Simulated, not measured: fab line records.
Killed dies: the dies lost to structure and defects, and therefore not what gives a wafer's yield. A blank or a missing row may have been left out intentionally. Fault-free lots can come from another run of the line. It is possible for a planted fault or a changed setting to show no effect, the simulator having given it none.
A lot that was struck, set against a sound lot + flow n5_finfet + 15 steps out of a route of 1938
Sound: these wafers, L755.1, L755.3, L755.5. Struck: wafers L758.4, L758.5. (L758.2 of the same lot was not struck and is left out.) The cause comes at the end.
At each step with rows: each side's tool, then ch and its chambers, then its first start. Under that, the readings that differ: sound wafers + struck wafers + difference of the means + sigmas: that difference in standard deviations of wafers without a fault.
alike: a reading whose means differ by less than 2 such deviations, as well as words and numbers matching on both sides. not compared: withheld readings; readings where some wafer has no value; bounds like >300 that might hide an equal value; numbers whose values overlap and for which the record gives no deviation.
A row with sigmas, a row that says differs or no value, or rows on one side alone: a step with any of these is where the two part. Non-overlapping numbers with no deviation appear without sigmas and do not part them. Lack of a reading on every wafer of one side parts them only where that side has two or more wafers.

first, 11 steps without rows for these wafers: N5_MOL_CONTACT_COAG_DESCUM_45 (chemistry O2, time 7 s); N5_MOL_CONTACT_COAG_ETCH_65 (etches underlayer in N2/H2, target depth 13 nm, time 10.4 s); N5_MOL_CONTACT_COAG_ETCH_66 (etches SiARC in CF4, target depth 13 nm, time 21.7 s); N5_MOL_CONTACT_COAG_ALD_133 (deposits SiO2, target thk 5 nm, pulse time 1 s, co reactant pulse time 1 s); N5_MOL_CONTACT_COAG_ETCHBACK_134 (etches SiO2 in CHF3, target depth 10 nm, time 6.7 s); N5_MOL_CONTACT_COAG_ETCH_67 (etches SOC in N2/H2, target depth 60 nm, overetch 21 nm, time 101.2 s); N5_MOL_CONTACT_COAG_STRIP_68 (strips in N2/H2); N5_MOL_CONTACT_COAG_STRIP_69 (strips in N2/H2); N5_MOL_CONTACT_COAG_ETCHBACK_136 (etches SiO2 in CHF3, target depth 25 nm, time 16.7 s); N5_MOL_CONTACT_COAG_STRIP_120 (strips in CHF3); N5_MOL_CONTACT_COAG_VIA_ETCH_117 (etches SiO2 in C4F6/O2, target depth 40 nm, overetch 8 nm, time 26 s).
N5_MOL_CONTACT_COAG_ETCH_124: etches SiNx in CH3F/O2, stops on SiOC, target depth 6.5 nm.
  sound on rie_diel-02 ch 1,2, day 6 06:50; struck on rie_diel-02 ch 2, day 7 00:13
| reading            | sound             | struck      | difference | sigmas |
|--------------------|-------------------|-------------|------------|--------|
| rf_fwd_power_W (W) | 388.5 392.3 390.2 | 481.7 479.6 | +90.3      | +48    |
| rf_vpp_V (V)       | 310 302 312       | 282 281     | -26        | -4     |
  alike: O2_flow_sccm, drypump_motor_current_A, oes_product_au, showerhead_plenum_p_Torr, throttle_valve_pct
  not compared: rf_hours_counter_h
then, 1 step without rows for these wafers: N5_MOL_CONTACT_COAG_ETCH_48 (etches SiOC in C4F6/O2, target depth 15 nm, overetch 4.5 nm, time 17 s).
-- the record jumps here: 3 days lie between the struck wafers' starts before and after (it left off in module MOL_CONTACT_COAG and takes up again in module BEOL_M4, whose first step shown is number 1111 of the route) --
N5_BEOL_M4_RC_MEAS_101:
  sound on prober-01 ch 0, day 9 03:01; struck on prober-01 ch 0, day 9 22:20
| reading       | sound          | struck    | difference | sigmas |
|---------------|----------------|-----------|------------|--------|
| DIBL_P (mV/V) | 37.6 38.1 38.6 | 31.4 36.6 | -4.1       | -2     |
  alike: DIBL_N, IOFF_N, IOFF_P, ION_N, ION_P, SS_N, SS_P, VT_N, VT_P
-- the record jumps here: 5 days lie between the struck wafers' starts before and after (it left off in module BEOL_M4 and takes up again in module PASSIVATION, whose first step shown is number 1936 of the route) --
N5_PASSIVATION_PROBE_49:
  sound: prober-01 at day 13 21:26; struck: prober-02 at day 14 16:38
  alike: defect_limited_yield, killed_at_M0_to_M3, killed_at_M4_up, killed_at_contacts, killed_at_front_end, killed_at_other, killed_dies, killed_open, killed_short, sort_bin_5_function, sort_bin_6_memory, sort_n_pass, sort_yield_pct

WHERE THEY PART
Last at N5_BEOL_M4_RC_MEAS_101 as far as this record goes, first at N5_MOL_CONTACT_COAG_ETCH_124. Later steps at which nothing parts them and some readings are alike: N5_PASSIVATION_PROBE_49.

WHY: what had been put in by the simulator
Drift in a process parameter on rie_diel-02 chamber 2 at N5_MOL_CONTACT_COAG_ETCH_124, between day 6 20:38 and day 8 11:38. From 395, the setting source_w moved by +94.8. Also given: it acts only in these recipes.
